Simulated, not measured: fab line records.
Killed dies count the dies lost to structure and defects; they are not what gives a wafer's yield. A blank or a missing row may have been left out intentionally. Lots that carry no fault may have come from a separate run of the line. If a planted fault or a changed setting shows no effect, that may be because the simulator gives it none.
Shared-tool check	flow nand-harc	Sampled: 11 lots, 39 wafers

REASON IT WAS OPENED
Flagged at NHARC_P_STI_INSPECT_25: reading raw-defect-count, on 2 of 11 lots. Fault-free wafers read 243, with a standard deviation of 99.
Rule: a lot is flagged in two cases, either no wafer of it has a number, or all its wafers with numbers fall more than 4 standard deviations from that mean. All remaining lots are regarded as sound.

lot	measured	on	raw-defect-count, wafer by wafer	flag
L266	day 4 02:25	defect-inspect-02	113 226 261	
L267	day 4 08:08	defect-inspect-01	282 95 119	
L269	day 5 10:07	defect-inspect-02	328 167 245	
L270	day 5 13:46	defect-inspect-02	146 172 224	
L273	day 6 22:10	defect-inspect-02	959 1102 1005 964 1097 990	FLAGGED
L275	day 7 22:23	defect-inspect-02	953 894 904 931 889 927	FLAGGED
L283	day 11 03:06	defect-inspect-02	274 239 237	
L285	day 11 19:10	defect-inspect-02	159 136 191	
L286	day 12 12:57	defect-inspect-02	255 164 256	
L287	day 12 21:51	defect-inspect-02	270 178 134	
L289	day 13 22:28	defect-inspect-01	239 373 309	
The numbers of the flagged lots are 968 on average: +725 against the usual, or +7 standard deviations.

WHICH TOOL EACH LOT WENT THROUGH
The record keeps 1 process step preceding the reading, out of 1302 steps on the route. Every cell lists first the tool, next ch and the chambers used by the sampled wafers, and last the start.
lot	flag	NHARC_P_STI_PRECLEAN_38
L266		wet-bench-01 ch 1,2,7, day 3 18:19
L267		wet-bench-01 ch 2,3,5, day 4 00:49
L269		wet-bench-02 ch 4,5,7, day 5 01:55
L270		wet-bench-02 ch 4,6,7, day 5 06:13
L273	FLAGGED	wet-bench-01 ch 0,3,7, day 6 12:21
L275	FLAGGED	wet-bench-01 ch 5,6,7, day 7 14:19
L283		wet-bench-01 ch 2,3,5, day 10 17:54
L285		wet-bench-01 ch 0,1,6, day 11 09:56
L286		wet-bench-03 ch 2,3,6, day 12 05:26
L287		wet-bench-01 ch 0,4,5, day 12 11:35
L289		wet-bench-01 ch 1,3,5, day 13 09:43
What the steps here do:
- NHARC_P_STI_PRECLEAN_38: cleans in SC1.
- NHARC_P_STI_INSPECT_25

FLAGGED AGAINST TOTAL, ONE TOOL AT A TIME (gauges that did the reading follow at the end)
step	tool	lots run	flagged	share of the flagged lots	sound lots run after its first flagged lot
NHARC_P_STI_PRECLEAN_38	wet-bench-01	8	2	all	4 (L283,L285,L287,L289)
NHARC_P_STI_PRECLEAN_38	wet-bench-02	2	0	none	-
NHARC_P_STI_PRECLEAN_38	wet-bench-03	1	0	none	-
NHARC_P_STI_INSPECT_25	defect-inspect-01	2	0	none	-
NHARC_P_STI_INSPECT_25	defect-inspect-02	9	2	all	4 (L283,L285,L286,L287)

WHAT THE TABLE ALLOWS
In 2 table rows, all flagged lots were run: wet-bench-01 (NHARC_P_STI_PRECLEAN_38), defect-inspect-02 (NHARC_P_STI_INSPECT_25).
- wet-bench-01 at NHARC_P_STI_PRECLEAN_38: 2 of its 8 lots flagged. Lots that were sound ran on it after the first flagged one (L283, L285, L287, L289); a persistent fault on the entire tool would not allow that.
- defect-inspect-02 at NHARC_P_STI_INSPECT_25: 2 of its 9 lots flagged. Lots that were sound ran on it after the first flagged one (L283, L285, L286, L287); a persistent fault on the entire tool would not allow that.
There is no row in the table that ran each flagged lot and no sound lot after the first.

WHAT HAD BEEN PUT IN BY THE SIMULATOR
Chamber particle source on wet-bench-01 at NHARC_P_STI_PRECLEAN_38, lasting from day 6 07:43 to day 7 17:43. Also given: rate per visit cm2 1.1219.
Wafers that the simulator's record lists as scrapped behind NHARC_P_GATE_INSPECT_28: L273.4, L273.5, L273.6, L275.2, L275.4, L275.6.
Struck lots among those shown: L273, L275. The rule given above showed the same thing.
